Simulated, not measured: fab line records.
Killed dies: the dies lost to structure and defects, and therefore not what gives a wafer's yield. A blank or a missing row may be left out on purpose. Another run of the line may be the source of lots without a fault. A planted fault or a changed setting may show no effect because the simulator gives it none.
fab line records	flow n5-finfet
record: lots: 7	wafers: 39
route steps=1938 shown ZERO_LAYER@11 FIN_CUT@173 STI_FIN_REVEAL@183 HKMG_FIN@421 MOL_CONTACT_COAG@613 BEOL_M1@753 BEOL_M4@1059 BEOL_M5@1115 BEOL_M6@1251
start-h: start of the lot's first displayed wafer, in hours after the record's first day	wait-h: hours since the lot's step before	" repeats the value in the row above	L1.1+2: a row that stands for several wafers	- no value present, or no start provided	* or withheld: withheld	< > ~ a bound
route shown NAME@n: names a module that has steps shown in the file, with the first one's number in the route	usual: mean and standard deviation over wafers with no fault	same: alike in all rows	chamber/n: place in a boat	sites: each site's reading	_std_site: their standard deviation	_edge_site: inner sites' mean taken away from outer sites' mean	radius-mm: how far each site lies from the wafer's centre	mask NAME#n: copy n	behind: the tool/chamber that last shaped the wafer	hold: cause of the lot's hold/its duration in hours/its outcome	device: which transistor (n, p or np) failed to switch	end of line: the route-end tests of the same wafers	a step with no rows: only its recipe	killed: count of dies lost to structure and defects at first sort (not the wafer's yield)	map: the dies of a wafer, with x for killed, . for not killed, _ for no die there
set.NAME: the run value of the setting; set.NAME@STEP: its run value at that earlier step	model.NAME: the simulator's own value behind a step, which no gauge read
one table per step and one row per wafer, for lots whose settings were changed on purpose
== steps ==
step: N5_ZERO_LAYER_DEVELOP_10
recipe: develop-time-s: 60	rinse-liquid: diw	dry: air-spin	dev-temp-c: 21
lot.wafer	tool	chamber	start-h	wait-h	set.develop-time-s
L075.1+3+6	litho-track-03	0	-	-	42.03
L075.2+4+5	"	0	"	"	60
L082.1+2+3+4+5+6	litho-track-04	0	-	-	60
L083.2+3+4	litho-track-04	0	-	-	60
L084.1+3+5	litho-track-05	0	-	-	60
L084.2+4+6	"	0	"	"	91.32
L085.1+2+5	litho-track-05	0	-	-	60
L085.3+4+6	"	0	"	"	48.53
L090.1+4+5	litho-track-04	0	-	-	86.43
L090.2+3+6	"	0	"	"	60
L093.1+5+6	litho-track-03	0	-	-	82.08
L093.2+3+4	"	0	"	"	60
step: N5_ZERO_LAYER_HARDBAKE_23
recipe: temp-c: 130	time-s: 120
step: N5_ZERO_LAYER_CD_MEAS_11
recipe: target-cd-nm: 2000	landing-energy-ev: 500	detector: se-inlens
usual: cd-nm: 2000.1/2.2
lot.wafer	tool	chamber	start-h	wait-h	set.develop-time-s@ZERO_LAYER_DEVELOP_10	cd-nm
L075.1	cd-sem-03	0	18.80	-	42.03	1991.5
L075.2	"	0	"	"	60	2001.4
L075.3	"	0	"	"	42.03	1994.3
L075.4	"	0	"	"	60	2004.8
L075.5	"	0	"	"	60	2001.0
L075.6	"	0	"	"	42.03	1995.2
L082.1	cd-sem-02	0	60.64	-	60	2003.9
L082.2	"	0	"	"	60	2001.5
L082.3	"	0	"	"	60	2003.8
L082.4	"	0	"	"	60	1999.5
L082.5	"	0	"	"	60	2003.0
L082.6	"	0	"	"	60	1999.4
L083.2	cd-sem-03	0	66.96	-	60	2005.4
L083.3	"	0	"	"	60	2002.5
L083.4	"	0	"	"	60	2003.1
L084.1	cd-sem-02	0	72.77	-	60	2002.4
L084.2	"	0	"	"	91.32	2009.8
L084.3	"	0	"	"	60	2000.2
L084.4	"	0	"	"	91.32	2008.6
L084.5	"	0	"	"	60	2001.6
L084.6	"	0	"	"	91.32	2014.1
L085.1	cd-sem-02	0	78.64	-	60	2002.0
L085.2	"	0	"	"	60	2005.4
L085.3	"	0	"	"	48.53	1993.5
L085.4	"	0	"	"	48.53	1995.2
L085.5	"	0	"	"	60	1999.7
L085.6	"	0	"	"	48.53	1996.0
L090.1	cd-sem-02	0	108.64	-	86.43	2005.9
L090.2	"	0	"	"	60	1998.6
L090.3	"	0	"	"	60	1997.2
L090.4	"	0	"	"	86.43	2007.9
L090.5	"	0	"	"	86.43	2004.9
L090.6	"	0	"	"	60	1999.1
L093.1	cd-sem-03	0	126.77	-	82.08	2005.1
L093.2	"	0	"	"	60	1998.9
L093.3	"	0	"	"	60	2000.3
L093.4	"	0	"	"	60	1998.2
L093.5	"	0	"	"	82.08	2005.8
L093.6	"	0	"	"	82.08	2004.2
step: N5_FIN_CUT_CUT_ETCH_26
recipe: chemistry: CH3F/O2	target: SiNx	target-depth-a: 390	mask-material: SOC	time-s: 55.7	pressure-mtorr: 30	source-w: 395	bias-w: 73	Ar_flow_sccm: 150	CH3F_flow_sccm: 30	O2_flow_sccm: 20	ion-energy-ev: 120
lot.wafer	tool	chamber	start-h	wait-h	set.target-depth-a	model.etch.depth-nm	model.SOC_of_FIN_CUT_COAT_18.thk-nm
L075.1	rie-diel-03	0	33.06	0.0	481.9	49.67	205
L075.2	"	1	"	"	481.9	47.7	206
L075.3	"	3	"	"	390	38.98	210.6
L075.4	"	2	"	"	390	38.51	209.8
L075.5	"	3	"	"	390	38.76	211
L075.6	"	2	"	"	481.9	47.7	206.4
L082.1	rie-diel-06	3	76.54	0.0	177.9	17.38	221.8
L082.2	"	0	"	"	177.9	17.53	221.6
L082.3	"	1	"	"	390	38.64	211.8
L082.4	"	2	"	"	390	39.18	211.4
L082.5	"	2	"	"	177.9	18.01	221.2
L082.6	"	1	"	"	390	38.47	211.2
L083.2	rie-diel-05	3	82.69	0.0	390	37.71	213.2
L083.3	"	1	"	"	390	39.03	213
L083.4	"	2	"	"	390	40.53	211.2
L084.1	rie-diel-03	1	87.00	0.0	390	38.53	211.8
L084.2	"	0	"	"	450	45.51	209
L084.3	"	3	"	"	450	44.13	210
L084.4	"	2	"	"	450	43.29	209.8
L084.5	"	1	"	"	390	38.44	211.8
L084.6	"	0	"	"	390	39.49	211.8
L085.1	rie-diel-06	2	96.82	0.0	390	39.53	210.6
L085.2	"	1	"	"	602	59.97	201.4
L085.3	"	0	"	"	602	60.08	200.8
L085.4	"	1	"	"	390	38.89	211.6
L085.5	"	0	"	"	602	59.95	200.8
L085.6	"	2	"	"	390	39.23	210.8
L090.1	rie-diel-03	3	123.45	0.0	278.4	27.4	216.8
L090.2	"	1	"	"	278.4	27.49	217.2
L090.3	"	2	"	"	390	38	212
L090.4	"	0	"	"	390	39.3	210.8
L090.5	"	1	"	"	278.4	27.6	216.6
L090.6	"	0	"	"	390	39.45	211
L093.1	rie-diel-06	1	143.56	0.0	390	39.22	211.6
L093.2	"	0	"	"	390	38.3	213
L093.3	"	3	"	"	163.7	16.06	222.8
L093.4	"	2	"	"	390	38.76	211.8
L093.5	"	0	"	"	163.7	16.04	222.2
L093.6	"	1	"	"	163.7	16.33	223
step: N5_STI_FIN_REVEAL_ALD_00
recipe: material: SiO2	target-thk-a: 10	temp-c: 300	ald-precursor-family: BDEAS	ald-co-reactant: O2-plasma	pulse-time-s: 1	pressure-torr: 2
lot.wafer	tool	chamber	start-h	wait-h	set.target-thk-a	model.SiO2_of_STI_FIN_REVEAL_ALD_00.thk-nm
L075.1+2+3+4+5+6	ald-sin-03	0,3,2,1,2,1	33.65	0.0	10	1
L082.1+3+6	ald-sin-04	3,1,1	77.06	0.0	10	1
L082.2+4+5	"	0,2,0	"	"	13.67	1.4
L083.2+3+4	ald-sin-02	3,2,1	83.20	0.0	10	1
L084.1+2+6	ald-sin-04	3,1,2	87.85	0.4	10	1
L084.3+4+5	"	2,0,1	"	"	5.292	0.6
L085.1+2+3	ald-sin-04	2,3,0	98.15	0.8	10	1
L085.4+5+6	"	1,3,0	"	"	12.35	1.2
L090.1+2+4	ald-sin-04	1,3,2	124.22	0.2	7.762	0.8
L090.3+5+6	"	0,3,0	"	"	10	1
L093.1+3+4	ald-sin-03	3,2,0	144.40	0.4	6.366	0.6
L093.2+5+6	"	1,2,3	"	"	10	1
step: N5_HKMG_FIN_PWFM_ALD_03
recipe: material: TiN	target-thk-a: 20	temp-c: 400	ald-precursor-family: TiCl4	ald-co-reactant: NH3	pulse-time-s: 1	purge-time-s: 3	co-reactant-purge-time-s: 2	co-reactant-pulse-time-s: 2	ald-cycles: 91	pressure-torr: 3
lot.wafer	tool	chamber	start-h	wait-h	set.ald-cycles	model.TiN_of_HKMG_FIN_PWFM_ALD_03.thk-nm
L075.1+3+4	ald-metal-03	1,2,0	80.66	0.0	91	2
L075.2+5+6	"	3,1,0	"	"	74	1.6
L082.1+2+4	ald-metal-03	3,0,2	123.17	0.0	91	2
L082.3+5+6	"	1,2,1	"	"	60	1.4
L083.2+3+4	ald-metal-03	2,0,3	131.46	0.0	91	2
L084.1+2+3+4+5+6	ald-metal-04	3,1,2,0,2,3	136.88	0.0	91	2
L085.1+2+3+4+5+6	ald-metal-03	2,0,1,3,0,1	145.32	0.0	91	2
L090.1+4+6	ald-metal-01	1,0,3	171.08	0.0	91	2
L090.2+3+5	"	3,2,0	"	"	53	1.2
L093.1+4+6	ald-metal-01	3,2,3	191.96	0.0	91	2
L093.2+3+5	"	0,1,2	"	"	74	1.6
step: N5_MOL_CONTACT_COAG_ETCHBACK_136
recipe: chemistry: CHF3	target: SiO2	target-depth-a: 250	time-s: 16.7	ion-energy-ev: 200	pressure-mtorr: 30	source-w: 610	bias-w: 170	Ar_flow_sccm: 200	CHF3_flow_sccm: 50
lot.wafer	tool	chamber	start-h	wait-h	set.target-depth-a	model.SOC_of_MOL_CONTACT_COAG_COAT_62.thk-nm
L075.1+5	rie-diel-04	0,3	109.89	0.0	325.9	56.2
L075.2	"	2	"	"	250	57
L075.3	"	1	"	"	250	56.8
L075.4	"	3	"	"	250	57.2
L075.6	"	2	"	"	325.9	56.4
L082.1+5	rie-diel-01	3	147.65	0.0	250	57.4
L082.2+3+6	"	0,2,0	"	"	195.3	58
L082.4	"	1	"	"	250	57.2
L083.2+3+4	rie-diel-04	1,2,3	156.41	0.0	250	57.4
L084.1	rie-diel-04	0	163.87	0.0	325.5	55.8
L084.2	"	1	"	"	250	56.6
L084.3	"	2	"	"	250	57
L084.4+6	"	3	"	"	325.5	56
L084.5	"	0	"	"	250	56.8
L085.1+2+4	rie-diel-01	3,2,1	170.79	0.0	250	57.6
L085.3+5+6	"	0,0,3	"	"	250	57.8
L090.1	rie-diel-01	1	200.92	0.0	288.9	56.8
L090.2+3	"	3,0	"	"	288.9	57
L090.4	"	2	"	"	250	57.4
L090.5+6	"	2,3	"	"	250	57.2
L093.1+2+3+4+6	rie-diel-04	2,1,3,0,0	217.22	0.0	250	57.2
L093.5	"	1	"	"	250	57
step: N5_MOL_CONTACT_COAG_STRIP_120
recipe: chemistry: CHF3	resist: SiARC	rf-frequency-hz: 6e+07
step: N5_MOL_CONTACT_COAG_VIA_ETCH_117
recipe: chemistry: C4F6/O2	target-depth-a: 400	overetch-a: 80	mask-material: SOC	target: SiO2	bias-w: 455	pressure-mtorr: 10	time-s: 26	source-w: 325	Ar_flow_sccm: 300	C4F6_flow_sccm: 10	O2_flow_sccm: 10	ion-energy-ev: 575.3	ends: end-point
lot.wafer	tool	chamber	start-h	wait-h	set.target-depth-a@MOL_CONTACT_COAG_ETCHBACK_136	model.MOL_CONTACT_COAG.feature-depth-nm	model.etch.depth-nm	model.SOC_of_MOL_CONTACT_COAG_COAT_62.thk-nm
L075.1	rie-diel-04	0	109.93	0.0	325.9	32.2	32.28	50.4
L075.2	"	2	"	"	250	40	40.09	51.4
L075.3	"	1	"	"	250	39.8	39.72	51
L075.4	"	3	"	"	250	39.8	39.74	51.2
L075.5	"	3	"	"	325.9	32.2	32.19	50.4
L075.6	"	2	"	"	325.9	32.6	32.56	50.8
L082.1	rie-diel-01	3	147.68	0.0	250	40.6	40.53	51.6
L082.2	"	0	"	"	195.3	46	45.98	52.4
L082.3	"	2	"	"	195.3	46	46.04	52.4
L082.4	"	1	"	"	250	39.8	39.73	51.2
L082.5	"	3	"	"	250	40.6	40.6	51.6
L082.6	"	0	"	"	195.3	46	46	52.4
L083.2	rie-diel-04	1	156.45	0.0	250	40	39.96	51.6
L083.3	"	2	"	"	250	40.4	40.39	51.8
L083.4	"	3	"	"	250	40	39.93	51.4
L084.1	rie-diel-04	0	163.90	0.0	325.5	32.4	32.44	50.2
L084.2	"	1	"	"	250	39.4	39.33	50.8
L084.3	"	2	"	"	250	39.8	39.79	51.2
L084.4	"	3	"	"	325.5	32	31.9	50
L084.5	"	0	"	"	250	40	40.07	51.2
L084.6	"	3	"	"	325.5	31.6	31.63	50
L085.1	rie-diel-01	3	170.82	0.0	250	40.6	40.7	52
L085.2+5	"	2,0	"	"	250	40.8	40.73	52
L085.3	"	0	"	"	250	40.6	40.63	52.2
L085.4	"	1	"	"	250	40	39.92	51.6
L085.6	"	3	"	"	250	40.6	40.51	52
L090.1	rie-diel-01	1	200.95	0.0	288.9	35.6	35.55	50.8
L090.2	"	3	"	"	288.9	36.6	36.68	51.2
L090.3	"	0	"	"	288.9	36.6	36.56	51.4
L090.4	"	2	"	"	250	40.6	40.66	51.8
L090.5	"	2	"	"	250	40.6	40.54	51.8
L090.6	"	3	"	"	250	40.2	40.18	51.4
L093.1	rie-diel-04	2	217.26	0.0	250	40	40.02	51.6
L093.2	"	1	"	"	250	39.6	39.6	51.4
L093.3	"	3	"	"	250	39.6	39.56	51.2
L093.4	"	0	"	"	250	40	40.06	51.6
L093.5	"	1	"	"	250	39.4	39.42	51.4
L093.6	"	0	"	"	250	40.2	40.1	51.6
step: N5_BEOL_M1_PECVD_72
recipe: material: SiO2	target-thk-a: 160	temp-c: 400	precursor: TEOS/O2	pressure-torr: 5.5	rf-w: 450	teos-flow-sccm: 53.8	gas: O2	flow-sccm: 3000	time-s: 18
lot.wafer	tool	chamber	start-h	wait-h	set.time-s	model.SiO2_of_BEOL_M1_PECVD_72.thk-nm
L075.1+4	pecvd-02	1,0	129.58	0.0	15.03	13.6
L075.2	"	0	"	"	15.03	13.4
L075.3	"	2	"	"	18	15.8
L075.5	"	2	"	"	18	16.2
L075.6	"	1	"	"	18	16.4
L082.1+3	pecvd-03	2,0	165.16	0.0	18	15.8
L082.2	"	1	"	"	18	15.6
L082.4+5+6	"	2,1,0	"	"	18	16
L083.2	pecvd-04	1	175.92	0.0	18	15.6
L083.3	"	2	"	"	18	16.2
L083.4	"	0	"	"	18	15.4
L084.1+3	pecvd-04	1,0	182.37	0.0	18	15.6
L084.2+4+6	"	2,1,0	"	"	18	15.8
L084.5	"	2	"	"	18	16
L085.1	pecvd-04	1	195.23	0.0	18	15.6
L085.2	"	0	"	"	21.65	18.8
L085.3+6	"	2,0	"	"	21.65	19
L085.4+5	"	1,2	"	"	18	16.2
L090.1+6	pecvd-04	1,0	222.10	0.0	18	16.2
L090.2	"	0	"	"	18	15.6
L090.3	"	2	"	"	18	16
L090.4+5	"	1,2	"	"	18	16.4
L093.1+2	pecvd-02	0,2	236.08	0.0	18	15.6
L093.3+5	"	1	"	"	11.15	10
L093.4	"	2	"	"	11.15	9.8
L093.6	"	0	"	"	18	15.8
step: N5_BEOL_M4_DESCUM_33
recipe: chemistry: O2	time-s: 7	source-power-w: 50	bias-power-w: 20	pressure-mtorr: 20	rf-frequency-hz: 2.712e+07	temp-c: 40	resist: CAR-EUV	o2-flow-sccm: 225
lot.wafer	tool	chamber	start-h	wait-h	set.time-s	model.CAR-EUV_of_BEOL_M4_COAT_22.thk-nm
L075.1	rie-diel-01	0	164.26	0.0	7	26.2
L075.2+4	"	1,3	"	"	3.182	27.8
L075.3+5	"	2,3	"	"	7	26
L075.6	"	0	"	"	3.182	28
L082.1+2+3	rie-diel-04	0,3,2	220.11	0.0	5.362	27
L082.4+5+6	"	1,1,2	"	"	7	26.2
L083.2+3+4	rie-diel-04	0,3,1	223.87	0.0	7	26
L084.1+2+3+4+5+6	rie-diel-02	0,3,2,1,3,2	224.77	0.0	7	26
L085.1+2	rie-diel-02	3,2	235.27	0.0	7	26.2
L085.3+4+5	"	0,1,2	"	"	5.621	26.8
L085.6	"	3	"	"	7	26
L090.1+2+5+6	rie-diel-04	3,2,1,2	256.24	0.1	7	26.2
L090.3+4	"	0,1	"	"	7	26
L093.1	rie-diel-04	2	276.91	0.2	7	26.2
L093.2+3+4+5+6	"	1,3,0,0,3	"	"	7	26
step: N5_BEOL_M4_ETCH_77
recipe: chemistry: N2/H2	target: underlayer	target-depth-a: 65	mask-material: CAR-EUV	time-s: 5.2	ion-energy-ev: 200	pressure-mtorr: 30	source-w: 840	bias-w: 150	n2-flow-sccm: 200	h2-flow-sccm: 200	ends: cleared
lot.wafer	tool	chamber	start-h	wait-h	set.time-s@BEOL_M4_DESCUM_33	model.CAR-EUV_of_BEOL_M4_COAT_22.thk-nm
L075.1+5	rie-diel-01	0,3	164.30	0.0	7	20.4
L075.2+4+6	"	1,3,0	"	"	3.182	22.2
L075.3	"	2	"	"	7	20.2
L082.1+2+3	rie-diel-04	0,3,2	220.15	0.0	5.362	21.2
L082.4+5+6	"	1,1,2	"	"	7	20.4
L083.2+4	rie-diel-04	0,1	223.90	0.0	7	20.2
L083.3	"	3	"	"	7	20.4
L084.1+2+3+4+5+6	rie-diel-02	0,3,2,1,3,2	224.80	0.0	7	20.2
L085.1+2+6	rie-diel-02	3,2,3	235.31	0.0	7	20.4
L085.3+4+5	"	0,1,2	"	"	5.621	21
L090.1+2	rie-diel-04	3,2	256.28	0.0	7	20.6
L090.3+5+6	"	0,1,2	"	"	7	20.4
L090.4	"	1	"	"	7	20.2
L093.1+6	rie-diel-04	2,3	276.94	0.0	7	20.4
L093.2+3+4+5	"	1,3,0,0	"	"	7	20.2
step: N5_BEOL_M4_ETCH_69
recipe: chemistry: CF4	target: SiARC	target-depth-a: 156	mask-material: CAR-EUV	time-s: 26	ion-energy-ev: 80	pressure-mtorr: 40	source-w: 545	bias-w: 36	Ar_flow_sccm: 100	cf4-flow-sccm: 100	ends: cleared
step: N5_BEOL_M4_ALD_98
recipe: material: SiO2	target-thk-a: 25	temp-c: 100	ald-precursor-family: BDEAS	ald-co-reactant: O2-plasma	pulse-time-s: 1	co-reactant-pulse-time-s: 1	purge-time-s: 2	co-reactant-purge-time-s: 2	ald-cycles: 17	pressure-torr: 2
step: N5_BEOL_M4_ETCHBACK_99
recipe: chemistry: CHF3	target: SiO2	target-depth-a: 50	time-s: 10.4	source-w: 215	bias-w: 47	Ar_flow_sccm: 200	CHF3_flow_sccm: 12	ion-energy-ev: 100	pressure-mtorr: 30
lot.wafer	tool	chamber	start-h	wait-h	set.time-s@BEOL_M4_DESCUM_33	model.CAR-EUV_of_BEOL_M4_COAT_22.thk-nm
L075.1+3+5	rie-diel-01	3,0,3	171.11	6.7	7	10.4
L075.2+4	"	1,2	"	"	3.182	12.2
L075.6	"	2	"	"	3.182	12.4
L082.1+3	rie-diel-02	0,2	222.38	2.1	5.362	11.2
L082.2	"	1	"	"	5.362	11.4
L082.4+5+6	"	3,2,1	"	"	7	10.4
L083.2+3	rie-diel-02	1,2	229.22	5.2	7	10.4
L083.4	"	3	"	"	7	10.2
L084.1+4+6	rie-diel-01	1,2,1	229.47	4.5	7	10.2
L084.2+3+5	"	3,0,0	"	"	7	10.4
L085.1+2+6	rie-diel-04	2,0,2	240.79	5.3	7	10.4
L085.3+4	"	3,1	"	"	5.621	11
L085.5	"	1	"	"	5.621	11.2
L090.1+2+6	rie-diel-02	2,1,3	269.53	13.1	7	10.6
L090.3+4+5	"	0,3,0	"	"	7	10.4
L093.1+6	rie-diel-02	2,3	279.70	2.5	7	10.4
L093.2+3+4+5	"	3,0,1,0	"	"	7	10.2
step: N5_BEOL_M5_PECVD_70
recipe: material: SiO2	target-thk-a: 160	temp-c: 400	precursor: TEOS/O2	pressure-torr: 5.5	rf-w: 450	teos-flow-sccm: 53.8	gas: O2	flow-sccm: 3000	time-s: 18
lot.wafer	tool	chamber	start-h	wait-h	set.time-s	model.SiO2_of_BEOL_M5_PECVD_70.thk-nm
L075.1	pecvd-04	0	176.93	0.0	18	15.8
L075.2+5	"	1,0	"	"	18	16
L075.3	"	2	"	"	24.63	21.6
L075.4+6	"	1,2	"	"	24.63	21.8
L082.1	pecvd-03	1	229.59	0.0	28.25	24.6
L082.2	"	0	"	"	18	15.8
L082.3+4	"	2,0	"	"	18	16
L082.5	"	2	"	"	28.25	25
L082.6	"	1	"	"	28.25	25.2
L083.2+3	pecvd-03	1,2	235.09	0.0	18	15.8
L083.4	"	1	"	"	18	16.2
L084.1+4	pecvd-04	0,2	236.54	0.0	22.51	19.8
L084.2	"	2	"	"	18	15.4
L084.3	"	0	"	"	22.51	20.2
L084.5	"	2	"	"	18	16
L084.6	"	0	"	"	18	16.4
L085.1+4	pecvd-02	1,0	247.62	0.0	11.31	9.8
L085.2	"	0	"	"	11.31	10
L085.3+5	"	2,1	"	"	18	15.8
L085.6	"	2	"	"	18	16
L090.1	pecvd-04	2	276.21	0.0	27.78	24
L090.2+6	"	1,0	"	"	18	16
L090.3	"	0	"	"	18	15.8
L090.4+5	"	1,2	"	"	27.78	24.6
L093.1	pecvd-03	1	285.71	0.0	18	16
L093.2	"	2	"	"	18	15.8
L093.3+6	"	0,2	"	"	18	16.4
L093.4+5	"	0,1	"	"	18	16.2
step: N5_BEOL_M6_ALD_77
recipe: material: TaN	target-thk-a: 20	temp-c: 275	ald-precursor-family: PDMAT	ald-co-reactant: NH3	pressure-torr: 3	carrier-flow-sccm: 1500	pulse-time-s: 2	purge-time-s: 3	co-reactant-purge-time-s: 2	co-reactant-pulse-time-s: 3	ald-cycles: 40	precursor-vessel-temp-c: 75	precursor-vessel-pressure-torr: 26.25	precursor-vessel-carrier-sccm: 1000
lot.wafer	tool	chamber	start-h	wait-h	set.ald-cycles	model.TaN_of_BEOL_M6_ALD_77.thk-nm
L075.1+2+3+4+5+6	ald-metal-01	0,1,2,3,3,0	199.28	0.1	40	2
L082.1+2+4	ald-metal-04	3,2,1	247.73	0.2	40	2
L082.3+5+6	"	0,3,0	"	"	58	2.8
L083.2+3+4	ald-metal-03	1,3,2	254.31	0.0	40	2
L084.1+3+6	ald-metal-04	3,2,1	254.57	0.0	53	2.6
L084.2+4+5	"	0,1,0	"	"	40	2
L085.1+2+3	ald-metal-03	0,3,2	266.43	0.1	40	2
L085.4+5+6	"	1,3,2	"	"	55	2.8
L090.1+2+3+4+5+6	ald-metal-04	2,0,1,3,1,2	296.65	0.1	40	2
L093.1	ald-metal-04	0	303.57	0.1	18	1
L093.2+3+6	"	1,2,0	"	"	40	2
L093.4+5	"	3	"	"	18	0.8
== key ==
split: step: N5_ZERO_LAYER_DEVELOP_10	setting: develop-time-s	stated: 60	by: wafer
response: step: N5_ZERO_LAYER_CD_MEAS_11	reading: cd-nm	change: +0.201	per: 1%	r: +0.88
split: step: N5_FIN_CUT_CUT_ETCH_26	setting: target-depth-a	stated: 390	by: wafer
response: step: N5_FIN_CUT_CUT_ETCH_26	reading: model.etch.depth-nm	change: +0.388	per: 1%	r: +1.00
response: step: N5_FIN_CUT_CUT_ETCH_26	reading: model.SOC_of_FIN_CUT_COAT_18.thk-nm	change: -0.184	per: 1%	r: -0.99
split: step: N5_STI_FIN_REVEAL_ALD_00	setting: target-thk-a	stated: 10	by: wafer
response: step: N5_STI_FIN_REVEAL_ALD_00	reading: model.SiO2_of_STI_FIN_REVEAL_ALD_00.thk-nm	change: +0.00964	per: 1%	r: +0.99
split: step: N5_HKMG_FIN_PWFM_ALD_03	setting: ald-cycles	stated: 91	by: wafer
response: step: N5_HKMG_FIN_PWFM_ALD_03	reading: model.TiN_of_HKMG_FIN_PWFM_ALD_03.thk-nm	change: +0.0191	per: 1%	r: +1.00
split: step: N5_MOL_CONTACT_COAG_ETCHBACK_136	setting: target-depth-a	stated: 250	by: wafer
response: step: N5_MOL_CONTACT_COAG_ETCHBACK_136	reading: model.SOC_of_MOL_CONTACT_COAG_COAT_62.thk-nm	change: -0.0267	per: 1%	r: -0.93
response: step: N5_MOL_CONTACT_COAG_VIA_ETCH_117	reading: model.MOL_CONTACT_COAG.feature-depth-nm	change: -0.255	per: 1%	r: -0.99
response: step: N5_MOL_CONTACT_COAG_VIA_ETCH_117	reading: model.etch.depth-nm	change: -0.255	per: 1%	r: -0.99
response: step: N5_MOL_CONTACT_COAG_VIA_ETCH_117	reading: model.SOC_of_MOL_CONTACT_COAG_COAT_62.thk-nm	change: -0.031	per: 1%	r: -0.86
split: step: N5_BEOL_M1_PECVD_72	setting: time-s	stated: 18	by: wafer
response: step: N5_BEOL_M1_PECVD_72	reading: model.SiO2_of_BEOL_M1_PECVD_72.thk-nm	change: +0.15	per: 1%	r: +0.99
split: step: N5_BEOL_M4_DESCUM_33	setting: time-s	stated: 7	by: wafer
response: step: N5_BEOL_M4_DESCUM_33	reading: model.CAR-EUV_of_BEOL_M4_COAT_22.thk-nm	change: -0.0333	per: 1%	r: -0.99
response: step: N5_BEOL_M4_ETCH_77	reading: model.CAR-EUV_of_BEOL_M4_COAT_22.thk-nm	change: -0.0338	per: 1%	r: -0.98
response: step: N5_BEOL_M4_ETCHBACK_99	reading: model.CAR-EUV_of_BEOL_M4_COAT_22.thk-nm	change: -0.0346	per: 1%	r: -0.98
split: step: N5_BEOL_M5_PECVD_70	setting: time-s	stated: 18	by: wafer
response: step: N5_BEOL_M5_PECVD_70	reading: model.SiO2_of_BEOL_M5_PECVD_70.thk-nm	change: +0.158	per: 1%	r: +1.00
split: step: N5_BEOL_M6_ALD_77	setting: ald-cycles	stated: 40	by: wafer
response: step: N5_BEOL_M6_ALD_77	reading: model.TaN_of_BEOL_M6_ALD_77.thk-nm	change: +0.0197	per: 1%	r: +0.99
